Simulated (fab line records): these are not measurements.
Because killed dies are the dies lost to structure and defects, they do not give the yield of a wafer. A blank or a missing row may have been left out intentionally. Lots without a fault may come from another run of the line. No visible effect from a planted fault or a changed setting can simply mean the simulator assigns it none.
2 desks looking at one fault + flow n5_finfet + what lay behind the numbers comes last; until then each desk has only its own

AT THE METROLOGY DESK
What the gauges read for every lot (on any tool): the sampled wafers with a number, averaged. The brackets show how far a lot's mean lies from the usual mean; more than 4 standard deviations puts the lot out of limits, marked OUT. It has 10 readings; the 7 that lie furthest out on some lot are the ones shown.
Columns: A = DIBL_N at N5_BEOL_M4_RC_MEAS_101, usual 36.0 mV/V; B = DIBL_P at N5_BEOL_M4_RC_MEAS_101, usual 36.3 mV/V; C = IOFF_N at N5_BEOL_M4_RC_MEAS_101, usual 0.16 nA/um; D = IOFF_P at N5_BEOL_M4_RC_MEAS_101, usual 0.21 nA/um; E = ION_P at N5_BEOL_M4_RC_MEAS_101, usual 461 uA/um; F = VT_N at N5_BEOL_M4_RC_MEAS_101, usual 250 mV; G = VT_P at N5_BEOL_M4_RC_MEAS_101, usual -250.9 mV
| lot  | first seen here | A    | B    | C    | D    | E   | F   | G      |
|------|-----------------|------|------|------|------|-----|-----|--------|
| L336 | day 7 15:56     | 39.1 | 38.5 | 0.22 | 0.28 | 470 | 246 | -244.6 |
| L339 | day 9 03:07     | 33.7 | 32.4 | 0.14 | 0.19 | 461 | 249 | -249.3 |
| L340 | day 9 10:52     | 35.6 | 36.1 | 0.16 | 0.19 | 462 | 250 | -250.7 |
| L349 | day 11 10:35    | 35.5 | 34.9 | 0.15 | 0.20 | 460 | 251 | -249.4 |
| L353 | day 12 16:12    | 35.2 | 37.0 | 0.16 | 0.21 | 464 | 248 | -249.5 |
| L354 | day 12 22:46    | 36.6 | 37.5 | 0.15 | 0.22 | 466 | 253 | -249.8 |
| L356 | day 12 22:59    | 35.5 | 35.1 | 0.14 | 0.19 | 459 | 253 | -251.4 |
| L359 | day 14 06:26    | 38.1 | 37.2 | 0.17 | 0.22 | 461 | 249 | -250.7 |
| L358 | day 14 07:43    | 37.3 | 39.0 | 0.17 | 0.24 | 473 | 246 | -247.3 |
This desk's finding: nothing out of limits on any of the 9 lots.

DESK OF THE TOOL OWNER: rie_si-06
The tool's own readings at N5_BEOL_M0_SAQP_MANDREL_ETCH_20 (etches a-Si in HBr/Cl2, stops on SiNx, target depth 60 nm, bt time 10 s, time 30 s): means of the sampled wafers that have a number, for each lot that ran on this tool. The brackets show how far a lot's mean lies from the usual mean; more than 4 standard deviations puts the lot out of limits, marked OUT.
Columns: A = drypump_motor_current_A at N5_BEOL_M0_SAQP_MANDREL_ETCH_20, usual 5.8 A; B = he_backside_leak_sccm at N5_BEOL_M0_SAQP_MANDREL_ETCH_20, usual 2.8 sccm; C = oes_product_au at N5_BEOL_M0_SAQP_MANDREL_ETCH_20, usual 0.777 a.u.; D = throttle_valve_pct at N5_BEOL_M0_SAQP_MANDREL_ETCH_20, usual 35.51 %
| lot  | first seen here | A   | B   | C                | D     |
|------|-----------------|-----|-----|------------------|-------|
| L336 | day 5 18:05     | 5.8 | 2.9 | 0.789            | 35.56 |
| L349 | day 8 20:09     | 5.5 | 3.0 | 0.686 (-7.5) OUT | 35.69 |
| L359 | day 11 07:09    | 5.6 | 2.5 | 0.764            | 35.74 |
This desk's finding: out of limits on L349; first on L349, day 8 20:09 (oes_product_au at N5_BEOL_M0_SAQP_MANDREL_ETCH_20). L336, L359 stayed within limits.

BROUGHT TOGETHER
The tool owner's desk had the chance to raise an alarm at day 8 20:09 on L349.
The metrology desk saw nothing out of limits.
The metrology desk holds a record of L349, inside its limits.
On rie_si-06, each named lot ran N5_BEOL_M0_SAQP_MANDREL_ETCH_20.

WHAT THE SIMULATOR HAD INSERTED
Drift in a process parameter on rie_si-06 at N5_BEOL_M0_SAQP_MANDREL_ETCH_20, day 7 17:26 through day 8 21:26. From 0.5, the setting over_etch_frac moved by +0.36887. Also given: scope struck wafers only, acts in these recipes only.
Shown lots that were struck: L349.
Each desk's first reading out of limits, in hours after the fault started: the tool owner's desk, 27.
